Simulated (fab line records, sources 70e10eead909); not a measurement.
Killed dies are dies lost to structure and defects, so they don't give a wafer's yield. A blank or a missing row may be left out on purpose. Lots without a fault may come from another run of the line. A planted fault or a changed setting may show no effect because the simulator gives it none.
Which tool did it? | flow nand_harc | 12 lots, 36 wafers sampled, at 3 steps of a route of 1159

WHAT THE GAUGES READ, wafer by wafer
NHARC_A_BONDPAD_CD_MEAS_09: target cd 500 nm.
lot  | measured     | on        | cd_nm (nm)
L075 | day 18 12:40 | cd_sem-02 | 496.8 500.3 501.7
L077 | day 18 17:25 | cd_sem-02 | 501.0 501.8 503.4
L079 | day 19 15:09 | cd_sem-02 | 501.7 502.1 499.0
L081 | day 19 21:31 | cd_sem-03 | 498.8 500.5 500.7
L084 | day 20 11:31 | cd_sem-03 | 502.0 500.0 499.8
L086 | day 20 16:26 | cd_sem-02 | 502.7 500.8 501.5
L085 | day 21 16:26 | cd_sem-01 | 499.6 499.2 501.3
L088 | day 21 22:18 | cd_sem-03 | 501.6 501.9 498.8
L092 | day 22 12:39 | cd_sem-03 | 502.0 499.5 500.3
L093 | day 22 18:55 | cd_sem-02 | 501.6 501.7 503.1
L095 | day 23 10:35 | cd_sem-01 | 497.2 499.4 499.5
L097 | day 23 23:29 | cd_sem-02 | 498.2 497.2 498.5

WHICH TOOL RAN EACH LOT (tool, then ch and the chambers of the sampled wafers, then the start)
lot  | NHARC_A_M0_DESCUM_14               | NHARC_A_M0_PVD_21
L075 | rie_diel-02 ch 0,2,3, day 18 04:15 | pvd_sputter-01, day 18 12:40 or earlier
L077 | rie_diel-02 ch 2,3, day 18 08:55   | pvd_sputter-01, day 18 17:25 or earlier
L079 | rie_diel-02 ch 1,2,3, day 19 06:06 | pvd_sputter-02, day 19 15:09 or earlier
L081 | rie_diel-07 ch 0,1,2, day 19 12:55 | pvd_sputter-01, day 19 21:31 or earlier
L084 | rie_diel-04 ch 2,3, day 20 02:47   | pvd_sputter-01, day 20 11:31 or earlier
L086 | rie_diel-02 ch 1,2, day 20 07:32   | pvd_sputter-02, day 20 16:26 or earlier
L085 | rie_diel-04 ch 0,3, day 21 07:59   | pvd_sputter-02, day 21 16:26 or earlier
L088 | rie_diel-07 ch 1,2,3, day 21 13:06 | pvd_sputter-01, day 21 22:18 or earlier
L092 | rie_diel-07 ch 0,1,2, day 22 03:58 | pvd_sputter-01, day 22 12:39 or earlier
L093 | rie_diel-07 ch 1,3, day 22 09:37   | pvd_sputter-03, day 22 18:55 or earlier
L095 | rie_diel-02 ch 0,2,3, day 23 01:18 | pvd_sputter-01, day 23 10:35 or earlier
L097 | rie_diel-04 ch 1,3, day 23 14:49   | pvd_sputter-03, day 23 23:29 or earlier
- NHARC_A_M0_DESCUM_14: chemistry O2, time 3 s.
- NHARC_A_M0_PVD_21: deposits Cu, target thk 30 nm, time 20.49 s.

THE ANSWER, worked out from the rows above alone
Rule: what is usual is taken from the lots themselves. Put in order of their means at a reading, lots are off if they are a third of the lots or fewer, leave a main group of 4 or more, and stand apart from it by a gap of 3 or more times the standard deviation of the main group's means; of several such gaps the widest counts. A main group whose means are all the same, to the digits that the tables above print for the reading, isn't used. A lot without any number at a reading at which 4 lots or more have one is off too. The other lots that the step has rows for count as sound.
No lot is off at any reading shown: from this, nothing can be told.

WHAT THE SIMULATOR HAD PUT IN
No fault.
